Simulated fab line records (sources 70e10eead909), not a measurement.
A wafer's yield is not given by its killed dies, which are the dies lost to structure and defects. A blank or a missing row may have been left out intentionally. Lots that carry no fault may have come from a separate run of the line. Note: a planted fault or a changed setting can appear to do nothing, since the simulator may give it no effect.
fab line records	flow nand_harc
[record] lots = 24	wafers = 72	last_day = 33
route steps=1302 shown A_ONON_D2@565 A_CHANNEL_HOLE_D2@571 A_CHANNEL_FILL_D2@612
lots that met no fault: from a run of the same line without faults
start_h: hours from the record's opening day to when the first of the lot's shown wafers began	wait_h: time in hours since the lot's previous step	" identical to the entry in the row above	L1.1+2: a single row standing in for several wafers	- value missing, or start not given	* or withheld: withheld	< > ~ a bound
route shown NAME@n: NAME is a module with steps in the file, n the number in the route of the first one	usual: the fault-free wafers' mean and standard deviation	same: alike in all rows	chamber/n: place in a boat	sites: readings site by site	_std_site: the values' standard deviation	_edge_site: inner sites' mean taken away from outer sites' mean	radius_mm: how far each site lies from the wafer's centre	mask NAME#n: copy n	behind: the most recent tool/chamber to have shaped the wafer	hold: cause of the lot's hold/its duration in hours/its outcome	device: which transistor (n, p or np) failed to switch	end of line: tests run on the same wafers once the route is complete	step lacking rows: just its recipe	killed: count of dies lost to structure and defects at first sort (not the wafer's yield)	map: a wafer's dies, marking killed ones x, the rest . and places with no die _
set.NAME: the setting the step ran with; set.NAME@STEP: the setting that earlier step ran with	model.NAME: the simulator's own value behind a step, which no gauge read
the route's steps for a sample of lots (tables are steps, rows are wafers)
services: from which hour (start_h, from the record's first day; less than 0 if before it) a tool's chamber was out of use, for how many hours, and why
[[steps]]
[step NHARC_A_ONON_D2_THK_MEAS_30]
[recipe] thk_meas_gauge = ellipsometry
[usual] thk_nm = 998/11
lot.wafer	tool	chamber	start_h	wait_h	thk_nm
L074.1	film_metro-01	-	286.88	-	999
L074.3	"	-	"	"	998
L074.6	"	-	"	"	1000
L075.1	film_metro-01	-	286.92	-	990
L075.4	"	-	"	"	990
L075.5	"	-	"	"	992
L076.1	film_metro-02	-	300.98	-	1010
L076.4	"	-	"	"	1010
L076.5	"	-	"	"	1008
L077.3	film_metro-01	-	308.55	-	999
L077.4	"	-	"	"	999
L077.6	"	-	"	"	999
L078.2	film_metro-02	-	317.34	-	1015
L078.3	"	-	"	"	1017
L078.5	"	-	"	"	1017
L079.1	film_metro-02	-	337.30	-	1009
L079.3	"	-	"	"	1010
L079.6	"	-	"	"	1010
L080.1	film_metro-02	-	352.28	-	1002
L080.4	"	-	"	"	1004
L080.6	"	-	"	"	1002
L081.2	film_metro-01	-	361.64	-	989
L081.4	"	-	"	"	989
L081.6	"	-	"	"	990
L082.3	film_metro-01	-	372.53	-	1005
L082.4	"	-	"	"	1003
L082.6	"	-	"	"	1003
L084.2	film_metro-01	-	390.06	-	995
L084.4	"	-	"	"	996
L084.5	"	-	"	"	994
L083.1	film_metro-02	-	390.10	-	991
L083.3	"	-	"	"	990
L083.5	"	-	"	"	989
L085.1	film_metro-01	-	401.34	-	977
L085.2	"	-	"	"	977
L085.3	"	-	"	"	979
L086.2	film_metro-02	-	401.40	-	1002
L086.3	"	-	"	"	1002
L086.6	"	-	"	"	1003
L089.1	film_metro-01	-	432.15	-	1002
L089.4	"	-	"	"	1002
L089.6	"	-	"	"	1002
L087.3	film_metro-02	-	432.16	-	1000
L087.4	"	-	"	"	997
L087.6	"	-	"	"	999
L088.1	film_metro-02	-	441.84	-	991
L088.4	"	-	"	"	991
L088.5	"	-	"	"	992
L091.2	film_metro-01	-	453.41	-	985
L091.3	"	-	"	"	986
L091.6	"	-	"	"	984
L090.1	film_metro-02	-	459.91	-	1021
L090.5	"	-	"	"	1021
L090.6	"	-	"	"	1024
L092.4	film_metro-01	-	466.02	-	1002
L092.5	"	-	"	"	1004
L092.6	"	-	"	"	1005
L093.3	film_metro-02	-	466.02	-	997
L093.4	"	-	"	"	998
L093.6	"	-	"	"	998
L094.1	film_metro-02	-	490.62	-	1007
L094.2	"	-	"	"	1008
L094.4	"	-	"	"	1007
L095.2	film_metro-01	-	499.78	-	974
L095.3	"	-	"	"	976
L095.6	"	-	"	"	974
L097.2	film_metro-01	-	506.47	-	994
L097.4	"	-	"	"	993
L097.5	"	-	"	"	994
L096.2	film_metro-01	-	506.48	-	996
L096.4	"	-	"	"	994
L096.5	"	-	"	"	995
[step NHARC_A_CHANNEL_HOLE_D2_DEP_01]
[recipe] target_thk_a = 1400	target_thk_nm = 140	temp_c = 400	pressure_torr = 3.5	flow_sccm = 200	rf_w = 350	material = SiON
[usual] heater_power_w = 704/88	susceptor_temp_C = 399.96/0.2
lot.wafer	tool	chamber	start_h	wait_h	heater_power_w	since_wet_clean_h	susceptor_temp_C
L074.3	pecvd-02	0	289.52	1.0	579	49	399.94
L074.1	"	1	"	"	743	49	399.98
L074.6	"	1	"	"	609	-	400.24
L075.1	pecvd-02	1	290.88	1.7	716	51	400.01
L075.4	"	2	"	"	660	-	400.11
L075.5	"	1	"	"	732	-	399.69
L076.1	pecvd-02	2	305.55	1.6	679	65	399.63
L076.4	"	0	"	"	624	-	399.79
L076.5	"	1	"	"	729	-	399.97
L077.3	pecvd-03	2	313.68	1.0	763	116	399.92
L077.6	"	1	"	"	812	-	399.80
L077.4	"	0	"	"	563	-	400.07
L078.3	pecvd-02	2	319.89	1.0	628	80	399.90
L078.2	"	1	"	"	607	80	399.62
L078.5	"	1	"	"	628	-	399.89
L079.1	pecvd-03	0	339.89	1.7	604	142	399.78
L079.3	"	1	"	"	836	142	400.00
L079.6	"	0	"	"	597	-	399.78
L080.1	pecvd-02	0	354.91	1.7	577	115	399.78
L080.6	"	1	"	"	672	-	400.09
L080.4	"	2	"	"	589	-	399.86
L081.2	pecvd-03	2	364.20	1.3	690	166	399.81
L081.4	"	1	"	"	850	-	399.84
L081.6	"	2	"	"	677	-	400.00
L082.3	pecvd-03	0	382.73	1.0	620	4	399.58
L082.6	"	2	"	"	772	-	400.28
L082.4	"	1	"	"	790	-	400.26
L083.3	pecvd-02	1	397.24	1.0	667	157	399.99
L083.1	"	0	"	"	617	157	399.66
L083.5	"	0	"	"	630	-	399.80
L084.2	pecvd-03	2	397.25	1.3	684	18	400.02
L084.4	"	2	"	"	705	-	399.96
L084.5	"	0	"	"	750	-	399.86
L085.2	pecvd-04	0	404.50	1.3	736	123	399.95
L085.3	"	1	"	"	906	123	400.13
L085.1	"	2	"	"	771	123	399.81
L086.3	pecvd-02	0	405.53	1.0	549	165	399.72
L086.2	"	1	"	"	698	165	400.17
L086.6	"	2	"	"	732	-	399.93
L089.1	pecvd-03	2	436.94	1.6	718	58	399.90
L089.4	"	0	"	"	710	-	400.26
L089.6	"	1	"	"	772	-	399.90
L087.3	pecvd-02	2	437.17	1.0	722	16	400.12
L087.4	"	0	"	"	631	-	399.98
L087.6	"	2	"	"	715	-	399.90
L088.1	pecvd-02	2	444.48	1.7	728	23	399.69
L088.5	"	0	"	"	541	-	400.07
L088.4	"	2	"	"	724	-	399.80
L091.3	pecvd-03	2	456.00	1.0	741	77	400.06
L091.2	"	0	"	"	728	77	399.73
L091.6	"	1	"	"	691	-	400.34
L090.1	pecvd-02	1	462.51	1.7	725	41	399.97
L090.6	"	0	"	"	638	-	400.30
L090.5	"	1	"	"	697	-	399.87
L093.3	pecvd-02	2	470.44	1.0	717	49	400.02
L093.4	"	1	"	"	662	-	399.45
L093.6	"	0	"	"	653	-	400.26
L092.5	pecvd-04	1	470.99	0.4	930	-	400.14
L092.4	"	2	"	"	715	-	400.17
L092.6	"	0	"	"	891	-	400.55
L094.2	pecvd-02	1	496.02	1.3	667	75	399.99
L094.1	"	0	"	"	612	75	399.88
L094.4	"	0	"	"	623	-	399.68
L095.2	pecvd-03	1	502.34	1.3	798	123	400.06
L095.3	"	2	"	"	737	123	400.02
L095.6	"	2	"	"	749	-	400.17
L097.2	pecvd-03	1	508.98	1.3	707	130	399.86
L097.5	"	1	"	"	706	-	399.72
L097.4	"	2	"	"	723	-	399.82
L096.2	pecvd-04	2	508.98	1.3	842	46	400.45
L096.4	"	0	"	"	808	-	400.21
L096.5	"	1	"	"	913	-	399.44
[step NHARC_A_CHANNEL_HOLE_D2_ETCH_38]
[recipe] target_depth_a = 390	over_etch_frac = 0.3	time_s = 65	ion_energy_ev = 80	cf4_flow_sccm = 150	ar_flow_sccm = 0	rf_w = 300	bias_w = 100	chemistry = CF4
[usual] drypump_motor_current_A = 5.8/0.38	oes_product_au = 1.001/0.0098	rf_vpp_V = 152.0/1.1	showerhead_plenum_p_Torr = 1.82/0.054	throttle_valve_pct = 13.284/0.0098
[same] over_etch_frac = 0.3
lot.wafer	tool	chamber	start_h	wait_h	drypump_motor_current_A	oes_product_au	rf_hours_counter_h	rf_vpp_V	showerhead_plenum_p_Torr	throttle_valve_pct
L074.3	rie_diel-10	2	290.52	0.1	6.2	0.999	2.1	149.9	1.75	13.294
L074.1	"	0	"	"	5.6	1.018	2.0	151.6	1.88	13.292
L074.6	"	3	"	"	5.2	1.018	-	151.4	1.80	13.296
L075.4	rie_diel-10	2	291.82	0.1	6.2	0.992	2.9	152.1	1.75	13.289
L075.1	"	3	"	"	5.2	0.991	2.2	153.2	1.80	13.292
L075.5	"	1	"	"	5.9	1.000	-	153.6	1.86	13.261
L076.1	rie_diel-07	3	306.55	0.1	5.2	1.006	0.1	154.4	1.88	13.286
L076.4	"	0	"	"	5.8	1.014	0.1	151.6	1.84	13.304
L076.5	"	0	"	"	5.8	0.998	-	152.0	1.84	13.277
L077.4	rie_diel-05	1	314.66	0.1	6.3	1.014	2.8	152.5	1.76	13.276
L077.3	"	3	"	"	6.1	0.986	2.3	151.8	1.69	13.276
L077.6	"	1	"	"	6.3	1.008	-	152.0	1.76	13.274
L078.3	rie_diel-07	2	320.76	0.1	5.9	0.997	0.8	150.3	1.82	13.289
L078.2	"	0	"	"	5.8	1.000	0.5	152.2	1.84	13.287
L078.5	"	1	"	"	6.2	1.013	-	154.1	1.86	13.266
L079.1	rie_diel-07	2	340.73	0.1	5.9	0.999	1.4	151.8	1.82	13.276
L079.3	"	3	"	"	5.2	1.012	1.6	151.8	1.88	13.276
L079.6	"	2	"	"	5.9	1.001	-	151.6	1.82	13.285
L080.1	rie_diel-10	3	355.88	0.1	5.2	1.004	5.6	151.0	1.80	13.306
L080.6	"	1	"	"	5.9	1.003	-	152.3	1.86	13.300
L080.4	"	2	"	"	6.2	1.020	-	149.9	1.75	13.293
L081.2	rie_diel-07	3	365.17	0.1	5.2	0.996	3.3	153.7	1.88	13.286
L081.4	"	1	"	"	6.2	1.010	2.4	150.9	1.86	13.285
L081.6	"	3	"	"	5.2	0.994	-	152.0	1.88	13.277
L082.3	rie_diel-10	2	383.69	0.1	6.2	1.002	8.0	149.8	1.75	13.277
L082.4	"	1	"	"	5.9	0.991	7.5	151.2	1.86	13.299
L082.6	"	3	"	"	5.2	1.002	-	150.2	1.80	13.271
L084.4	rie_diel-05	1	398.21	0.1	6.3	1.002	6.9	152.4	1.76	13.277
L084.2	"	2	"	"	6.1	1.001	7.6	155.0	1.86	13.288
L084.5	"	2	"	"	6.1	0.996	-	152.8	1.86	13.271
L083.3	rie_diel-07	3	398.37	0.1	5.2	0.998	5.0	152.7	1.88	13.312
L083.1	"	2	"	"	5.8	0.998	4.3	152.2	1.82	13.298
L083.5	"	0	"	"	5.8	1.003	-	152.2	1.84	13.283
L085.2	rie_diel-10	0	405.51	0.1	5.6	0.998	7.4	152.3	1.88	13.285
L085.1	"	1	"	"	5.9	0.999	8.7	152.5	1.86	13.283
L085.3	"	3	"	"	5.2	1.013	8.1	152.5	1.80	13.280
L086.2	rie_diel-05	2	406.52	0.1	6.0	1.003	8.5	152.0	1.86	13.289
L086.3	"	0	"	"	5.5	1.011	5.3	151.8	1.73	13.273
L086.6	"	1	"	"	6.3	1.027	-	151.2	1.76	13.287
L089.1	rie_diel-10	0	437.94	0.1	5.5	0.997	0.2	153.3	1.87	13.291
L089.4	"	1	"	"	5.9	1.005	0.2	151.5	1.86	13.293
L089.6	"	1	"	"	5.9	1.001	-	151.7	1.86	13.286
L087.3	rie_diel-07	2	438.11	0.1	5.9	1.000	7.4	151.3	1.81	13.283
L087.4	"	3	"	"	5.2	1.001	8.7	153.0	1.88	13.295
L087.6	"	2	"	"	5.8	0.995	-	151.8	1.82	13.279
L088.1	rie_diel-10	0	445.41	0.1	5.5	0.986	0.7	153.2	1.87	13.297
L088.4	"	1	"	"	5.9	1.000	0.9	152.1	1.86	13.274
L088.5	"	0	"	"	5.6	0.989	-	152.3	1.87	13.285
L091.2	rie_diel-07	3	456.84	0.1	5.2	0.995	9.9	152.8	1.88	13.263
L091.3	"	1	"	"	6.2	1.001	8.9	153.0	1.86	13.287
L091.6	"	3	"	"	5.2	0.992	-	152.8	1.88	13.284
L090.1	rie_diel-05	3	463.34	0.1	6.1	1.009	1.1	151.6	1.69	13.284
L090.6	"	1	"	"	6.3	1.022	-	150.0	1.76	13.276
L090.5	"	2	"	"	6.1	0.992	-	153.7	1.86	13.286
L093.3	rie_diel-10	2	471.30	0.1	6.2	0.990	1.9	151.5	1.75	13.302
L093.4	"	0	"	"	5.6	0.993	2.0	152.3	1.87	13.283
L093.6	"	3	"	"	5.2	0.982	-	151.2	1.79	13.273
L092.4	rie_diel-10	0	471.91	0.1	5.6	1.010	2.1	151.0	1.87	13.273
L092.5	"	2	"	"	6.2	1.005	-	152.3	1.75	13.283
L092.6	"	3	"	"	5.2	1.003	-	152.4	1.79	13.298
L094.4	rie_diel-10	0	497.00	0.1	5.5	0.999	3.5	153.3	1.87	13.275
L094.1	"	2	"	"	6.2	1.001	3.4	150.3	1.75	13.287
L094.2	"	3	"	"	5.1	0.995	3.6	152.3	1.80	13.284
L095.2	rie_diel-05	1	503.31	0.1	6.3	1.019	3.1	150.6	1.76	13.287
L095.3	"	3	"	"	6.1	1.005	3.2	150.6	1.69	13.294
L095.6	"	0	"	"	5.5	0.999	-	150.2	1.72	13.291
L097.2	rie_diel-10	2	509.85	0.1	6.1	0.998	4.7	151.7	1.75	13.271
L097.4	"	3	"	"	5.2	0.982	5.0	151.0	1.79	13.292
L097.5	"	2	"	"	6.1	1.003	-	151.5	1.75	13.296
L096.4	rie_diel-07	3	510.01	0.1	5.2	0.982	1.5	152.4	1.88	13.296
L096.2	"	1	"	"	6.2	1.012	1.1	153.5	1.86	13.283
L096.5	"	2	"	"	5.9	0.992	-	152.3	1.81	13.275
[step NHARC_A_CHANNEL_HOLE_D2_ETCH_25]
[recipe] bias_v = 5000	source_w = withheld	pressure_mtorr = 20	time_s = 1040.2	ar_flow_sccm = 375	c4f8_flow_sccm = 93.8	o2_flow_sccm = 31.2	temp_c = -20	target_depth_a = 15000	chemistry = C4F8/O2/Ar
[usual] drypump_motor_current_A = 5.6/0.56	he_backside_leak_sccm = 6.3/0.6	showerhead_plenum_p_Torr = 3.64/0.14	throttle_valve_pct = 32.235/0.0096
lot.wafer	tool	chamber	start_h	wait_h	drypump_motor_current_A	he_backside_leak_sccm	rf_hours_counter_h	showerhead_plenum_p_Torr	throttle_valve_pct
L074.1	har_etch-01	1	294.52	0.6	5.7	6.4	141	3.56	32.231
L074.3	"	1	"	"	5.7	6.8	-	3.56	32.227
L074.6	"	1	"	"	5.6	6.4	-	3.56	32.252
L075.1	har_etch-02	1	295.95	0.7	6.0	6.9	373	3.65	32.237
L075.4	"	0	"	"	6.1	7.2	-	3.40	32.243
L075.5	"	0	"	"	6.1	7.2	-	3.40	32.237
L076.1	har_etch-01	1	310.56	0.6	5.7	6.5	148	3.55	32.239
L076.4	"	0	"	"	4.7	5.5	-	3.70	32.230
L076.5	"	0	"	"	4.7	5.8	-	3.70	32.237
L077.4	har_etch-02	1	318.94	0.7	6.0	7.0	-	3.65	32.230
L077.3	"	0	"	"	6.1	7.3	-	3.40	32.225
L077.6	"	1	"	"	6.0	6.8	-	3.65	32.222
L078.2	har_etch-01	0	324.73	0.6	4.7	5.7	152	3.70	32.249
L078.3	"	1	"	"	5.7	6.6	-	3.55	32.249
L078.5	"	1	"	"	5.6	6.5	-	3.55	32.238
L079.1	har_etch-02	1	347.63	1.3	6.0	6.8	403	3.64	32.239
L079.3	"	1	"	"	6.0	7.0	-	3.64	32.242
L079.6	"	1	"	"	6.0	6.7	-	3.64	32.240
L080.1	har_etch-02	1	361.53	0.7	6.0	7.0	416	3.63	32.234
L080.4	"	1	"	"	6.0	6.9	-	3.63	32.237
L080.6	"	0	"	"	6.1	7.6	-	3.93	32.231
L081.2	har_etch-01	1	369.17	0.6	5.7	6.8	186	3.53	32.225
L081.4	"	1	"	"	5.7	6.5	-	3.53	32.243
L081.6	"	1	"	"	5.7	6.6	-	3.53	32.241
L082.3	har_etch-01	1	390.36	0.7	5.7	6.9	-	3.53	32.216
L082.4	"	0	"	"	4.7	5.6	-	3.67	32.246
L082.6	"	0	"	"	4.7	5.9	-	3.67	32.211
L084.2	har_etch-02	1	402.21	0.6	6.0	5.4	3	3.63	32.238
L084.4	"	0	"	"	6.1	5.9	-	3.92	32.216
L084.5	"	0	"	"	6.1	5.7	-	3.92	32.234
L083.1	har_etch-01	1	402.51	0.7	5.7	6.8	206	3.52	32.231
L083.3	"	1	"	"	5.7	6.8	-	3.52	32.255
L083.5	"	1	"	"	5.7	6.8	-	3.52	32.242
L085.1	har_etch-02	0	410.54	0.7	6.1	5.9	11	3.92	32.244
L085.2	"	1	"	"	6.0	5.4	11	3.62	32.228
L085.3	"	1	"	"	6.0	5.7	-	3.62	32.242
L086.2	har_etch-01	1	410.88	0.7	5.7	6.9	214	3.52	32.239
L086.3	"	1	"	"	5.7	7.0	-	3.52	32.235
L086.6	"	1	"	"	5.7	7.0	-	3.52	32.229
L089.1	har_etch-01	1	441.92	0.6	5.7	6.4	229	3.51	32.240
L089.4	"	1	"	"	5.7	6.8	-	3.51	32.214
L089.6	"	0	"	"	4.7	6.0	-	3.66	32.227
L087.3	har_etch-02	1	444.05	0.7	6.0	5.7	-	3.61	32.246
L087.4	"	0	"	"	6.1	5.9	-	3.90	32.242
L087.6	"	0	"	"	6.1	6.0	-	3.90	32.230
L088.1	har_etch-02	0	449.40	0.6	6.1	5.8	33	3.90	32.234
L088.4	"	0	"	"	6.1	5.8	-	3.90	32.233
L088.5	"	0	"	"	6.1	5.8	-	3.90	32.242
L091.2	har_etch-01	1	460.97	0.7	5.7	6.9	240	3.51	32.223
L091.3	"	0	"	"	4.7	6.0	-	3.65	32.228
L091.6	"	1	"	"	5.7	7.0	-	3.51	32.243
L090.1	har_etch-01	0	467.49	0.7	4.7	5.9	244	3.65	32.231
L090.5	"	1	"	"	5.7	7.2	-	3.50	32.220
L090.6	"	0	"	"	4.7	6.1	-	3.65	32.224
L093.3	har_etch-01	0	475.67	0.7	4.7	6.0	-	3.64	32.242
L093.4	"	1	"	"	5.7	7.2	-	3.50	32.242
L093.6	"	1	"	"	5.7	7.0	-	3.50	32.237
L092.4	har_etch-02	1	479.76	0.7	6.1	5.6	-	3.60	32.238
L092.6	"	1	"	"	6.0	5.5	-	3.60	32.234
L092.5	"	0	"	"	6.1	5.8	-	3.89	32.238
L094.2	har_etch-01	1	500.99	0.6	5.7	7.2	267	3.49	32.214
L094.1	"	0	"	"	4.7	6.1	267	3.63	32.233
L094.4	"	0	"	"	4.7	5.8	-	3.64	32.244
L095.2	har_etch-02	0	507.29	0.6	6.1	6.0	64	3.88	32.239
L095.3	"	1	"	"	6.0	5.7	-	3.59	32.236
L095.6	"	0	"	"	6.1	6.1	-	3.89	32.224
L097.2	har_etch-02	1	515.74	0.7	6.0	5.8	72	3.59	32.229
L097.4	"	1	"	"	6.0	5.8	-	3.59	32.244
L097.5	"	1	"	"	6.0	5.9	-	3.59	32.240
L096.2	har_etch-01	0	519.27	0.6	4.7	6.2	278	3.63	32.242
L096.4	"	1	"	"	5.7	7.1	-	3.49	32.244
L096.5	"	1	"	"	5.6	7.1	-	3.49	32.230
[step NHARC_A_CHANNEL_FILL_D2_ALD_02]
[recipe] target_thk_a = 60	pulse_time_s = 10	ald_cycles = 60	temp_c = 300	material = SiO2
[usual] heater_power_w = 461/36	precursor_pulse_height_rel = 0.998/0.02	susceptor_temp_C = 300.01/0.18
lot.wafer	tool	chamber	start_h	wait_h	heater_power_w	precursor_pulse_height_rel	since_wet_clean_h	susceptor_temp_C
L074.3	ald_hk-02	0	298.92	-	443	0.994	118	300.08
L074.1	"	1	"	"	447	1.004	118	299.86
L074.6	"	3	"	"	465	1.019	-	300.28
L075.4	ald_hk-04	2	299.03	-	476	0.990	28	300.16
L075.1	"	3	"	"	525	0.971	28	300.05
L075.5	"	0	"	"	453	0.982	-	299.87
L076.1	ald_hk-02	2	317.85	-	404	1.007	137	-
L076.4	"	3	"	"	452	0.988	137	-
L076.5	"	1	"	"	434	0.991	-	-
L077.4	ald_hk-02	2	321.65	-	410	0.990	140	300.13
L077.3	"	0	"	"	461	1.001	141	300.51
L077.6	"	3	"	"	454	0.991	-	299.89
L078.3	ald_hk-04	3	327.74	-	538	1.033	57	-
L078.2	"	0	"	"	462	0.997	57	-
L078.5	"	3	"	"	545	0.982	-	-
L079.3	ald_hk-04	1	351.95	-	450	0.990	81	299.84
L079.1	"	2	"	"	460	1.012	81	299.85
L079.6	"	1	"	"	432	0.963	-	299.77
L080.1	ald_hk-02	2	364.38	-	402	1.009	5	300.04
L080.4	"	0	"	"	454	0.994	5	299.85
L080.6	"	3	"	"	442	0.949	-	300.12
L081.4	ald_hk-02	2	372.31	-	393	0.989	13	299.83
L081.2	"	3	"	"	449	0.960	13	299.86
L081.6	"	1	"	"	447	0.960	-	299.69
L082.4	ald_hk-04	2	393.08	-	462	1.010	122	300.01
L082.3	"	0	"	"	477	0.996	122	299.90
L082.6	"	2	"	"	462	1.011	-	299.90
L084.2	ald_hk-03	1	405.39	-	478	0.987	3	300.19
L084.4	"	2	"	"	457	0.980	3	299.93
L084.5	"	0	"	"	471	1.038	-	299.87
L083.3	ald_hk-03	2	405.75	-	448	0.991	3	300.01
L083.1	"	0	"	"	459	1.008	3	300.14
L083.5	"	1	"	"	477	1.018	-	300.16
L085.1	ald_hk-03	2	413.56	-	458	0.983	11	300.21
L085.3	"	3	"	"	470	1.005	11	299.87
L085.2	"	1	"	"	475	0.984	11	299.63
L086.2	ald_hk-04	3	413.74	-	525	0.999	143	300.14
L086.3	"	2	"	"	470	1.004	143	299.79
L086.6	"	0	"	"	467	1.009	-	300.15
L089.4	ald_hk-03	2	445.30	-	476	1.003	43	300.02
L089.1	"	3	"	"	474	1.016	43	299.69
L089.6	"	1	"	"	484	1.000	-	300.15
L087.4	ald_hk-02	0	447.85	-	437	1.017	89	-
L087.3	"	1	"	"	440	0.981	89	-
L087.6	"	3	"	"	459	0.984	-	-
L088.1	ald_hk-02	0	453.57	-	444	1.024	94	300.11
L088.4	"	1	"	"	446	1.046	94	300.30
L088.5	"	2	"	"	396	0.971	-	300.10
L091.3	ald_hk-02	0	463.83	-	445	0.994	105	299.76
L091.2	"	3	"	"	451	0.974	105	299.70
L091.6	"	1	"	"	455	1.012	-	300.08
L090.1	ald_hk-04	0	470.50	-	479	0.985	19	299.95
L090.6	"	2	"	"	465	1.037	-	299.89
L090.5	"	3	"	"	593	1.002	-	300.14
L093.3	ald_hk-03	3	478.84	-	468	0.991	76	300.08
L093.4	"	2	"	"	465	0.954	77	299.81
L093.6	"	3	"	"	455	1.000	-	300.03
L092.4	ald_hk-04	2	485.11	-	471	1.039	34	300.09
L092.5	"	0	"	"	482	0.984	-	300.17
L092.6	"	1	"	"	451	0.983	-	299.99
L094.4	ald_hk-04	2	505.75	-	468	1.013	55	299.73
L094.2	"	3	"	"	585	1.027	55	300.21
L094.1	"	0	"	"	472	0.971	55	300.16
L095.2	ald_hk-02	1	510.44	-	455	1.008	151	300.25
L095.3	"	2	"	"	403	0.978	151	299.86
L095.6	"	3	"	"	458	1.000	-	299.88
L097.2	ald_hk-03	3	518.75	-	463	0.989	116	300.18
L097.4	"	0	"	"	462	1.004	116	299.93
L097.5	"	2	"	"	459	0.982	-	300.35
L096.4	ald_hk-02	1	522.26	-	448	0.988	163	299.64
L096.2	"	2	"	"	406	1.018	163	300.01
L096.5	"	2	"	"	405	0.980	-	299.74
[step NHARC_A_CHANNEL_FILL_D2_ALD_25]
[recipe] target_thk_a = 600	pulse_time_s = 10	ald_cycles = 600	temp_c = 300	material = SiOx
[usual] heater_power_w = 461/37	precursor_pulse_height_rel = 0.997/0.019	susceptor_temp_C = 300.01/0.17
lot.wafer	tool	chamber	start_h	wait_h	heater_power_w	precursor_pulse_height_rel	since_wet_clean_h	susceptor_temp_C
L075.4	ald_hk-02	1	337.62	0.0	450	0.977	157	300.20
L075.1	"	0	339.47	1.9	446	0.988	159	300.28
L075.5	"	2	340.70	3.1	394	0.993	-	299.60
L074.1	ald_hk-04	1	337.63	0.1	448	1.000	68	299.94
L074.3	"	3	338.85	1.3	538	0.992	69	300.13
L074.6	"	2	340.68	3.1	471	0.993	-	300.41
L077.3	ald_hk-03	1	358.24	0.7	469	0.996	135	299.64
L077.4	"	3	359.47	1.9	453	1.012	136	300.11
L077.6	"	1	360.70	3.1	468	0.996	-	299.88
L076.4	ald_hk-03	0	361.32	3.7	471	0.991	138	300.18
L076.1	"	2	362.55	5.0	460	1.015	139	299.91
L076.5	"	0	363.79	6.2	455	1.005	-	299.94
L078.3	ald_hk-02	2	368.11	0.0	398	1.005	10	300.15
L078.2	"	3	"	"	457	0.969	11	299.92
L078.5	"	2	370.60	2.5	391	1.012	-	299.85
L079.3	ald_hk-04	0	394.81	1.3	463	1.019	125	300.09
L079.1	"	1	"	"	460	1.010	126	300.43
L079.6	"	3	396.64	3.1	550	1.025	-	300.00
L080.4	ald_hk-04	1	402.64	0.7	460	1.033	133	299.96
L080.1	"	3	403.88	1.9	532	0.970	134	299.92
L080.6	"	0	"	"	461	0.988	-	299.80
L081.4	ald_hk-03	1	415.89	0.7	475	1.002	15	299.84
L081.2	"	2	"	"	469	0.998	15	300.01
L081.6	"	1	418.33	3.1	490	0.989	-	300.04
L082.4	ald_hk-04	1	431.32	0.7	443	0.976	162	300.07
L082.3	"	2	"	"	460	1.001	162	299.96
L082.6	"	1	433.80	3.2	451	0.973	-	300.03
L084.4	ald_hk-03	3	441.61	0.0	454	1.016	40	-
L084.2	"	0	"	"	466	1.009	41	-
L084.5	"	3	444.02	2.5	474	1.015	-	-
L083.3	ald_hk-02	2	444.05	2.5	406	0.995	86	299.86
L083.1	"	1	445.92	4.4	436	0.983	88	300.05
L083.5	"	2	"	"	394	0.965	-	300.00
L086.3	ald_hk-02	2	449.52	0.0	406	0.981	91	300.33
L086.2	"	3	"	"	448	0.986	92	300.06
L086.6	"	2	451.98	2.5	392	0.969	-	299.94
L085.3	ald_hk-03	3	449.57	0.1	466	0.998	48	299.97
L085.2	"	1	450.80	1.3	465	1.009	49	300.17
L085.1	"	2	"	"	459	0.976	50	299.75
L087.3	ald_hk-02	1	483.40	1.3	450	0.974	125	299.79
L087.4	"	3	484.62	2.5	465	0.986	126	300.15
L087.6	"	1	485.85	3.7	443	0.973	-	300.15
L089.4	ald_hk-03	1	483.41	1.3	471	0.968	82	300.01
L089.1	"	2	"	"	468	0.998	83	299.74
L089.6	"	0	485.25	3.1	463	0.976	-	300.00
L088.4	ald_hk-03	1	493.68	0.0	467	0.951	92	300.13
L088.1	"	0	495.55	1.9	452	0.991	94	300.40
L088.5	"	1	"	"	477	1.022	-	299.93
L091.3	ald_hk-02	2	503.80	0.0	397	1.028	146	-
L091.2	"	0	505.01	1.3	456	0.986	147	-
L091.6	"	3	506.82	3.1	442	0.982	-	-
L093.3	ald_hk-02	2	513.97	0.7	385	0.978	156	299.98
L093.4	"	0	515.19	1.9	457	1.019	157	300.30
L093.6	"	1	"	"	449	0.991	-	300.05
L090.1	ald_hk-04	1	513.98	0.7	435	0.997	64	300.04
L090.6	"	0	515.81	2.5	473	0.988	-	300.04
L090.5	"	1	"	"	448	0.974	-	299.93
L092.4	ald_hk-04	3	521.62	0.7	576	1.020	72	300.05
L092.6	"	2	523.47	2.5	473	0.984	-	299.91
L092.5	"	3	"	"	586	0.999	-	299.78
L094.2	ald_hk-03	1	542.95	0.1	482	1.009	142	300.05
L094.1	"	3	544.17	1.3	467	0.986	143	300.07
L094.4	"	0	"	"	462	0.999	143	299.91
L095.3	ald_hk-04	0	546.77	0.7	477	1.026	97	300.39
L095.2	"	1	"	"	454	1.019	97	299.83
L095.6	"	3	548.61	2.5	592	0.992	-	299.92
L096.4	ald_hk-02	1	558.35	0.0	441	1.000	22	-
L096.2	"	2	"	"	373	0.960	23	-
L096.5	"	2	561.38	3.1	370	0.983	-	-
L097.2	ald_hk-03	1	558.35	0.1	477	0.999	157	300.11
L097.4	"	3	559.60	1.3	469	0.999	158	299.86
L097.5	"	2	561.46	3.2	461	0.992	-	300.08
[[services]]
tool	chamber	start_h	hours	kind
pecvd-02	-	277.12	0.7	repair
ald_hk-02	-	280.93	2.6	repair
rie_diel-07	-	294.20	9.0	pm
rie_diel-10	3	336.83	2.0	repair
ald_hk-02	-	349.39	10.0	pm
rie_diel-10	0	351.60	6.4	repair
pecvd-02	2	365.23	22.9	repair
pecvd-03	-	366.00	13.0	pm
har_etch-02	-	378.55	17.0	pm
pecvd-03	2	387.47	3.4	repair
ald_hk-03	-	392.60	10.0	pm
rie_diel-10	2	392.79	14.8	repair
pecvd-02	-	408.32	13.0	pm
pecvd-03	0	413.59	6.4	repair
rie_diel-10	-	419.50	9.0	pm
pecvd-03	-	437.17	4.6	repair
ald_hk-04	-	441.17	10.0	pm
rie_diel-10	2	451.44	5.6	repair
rie_diel-10	1	479.96	6.6	repair
pecvd-03	2	483.82	7.7	repair
har_etch-01	-	523.20	0.6	repair
ald_hk-02	-	527.39	10.0	pm
pecvd-03	1	542.80	23.6	repair
pecvd-03	-	547.75	13.0	pm
[[key]]
fault none
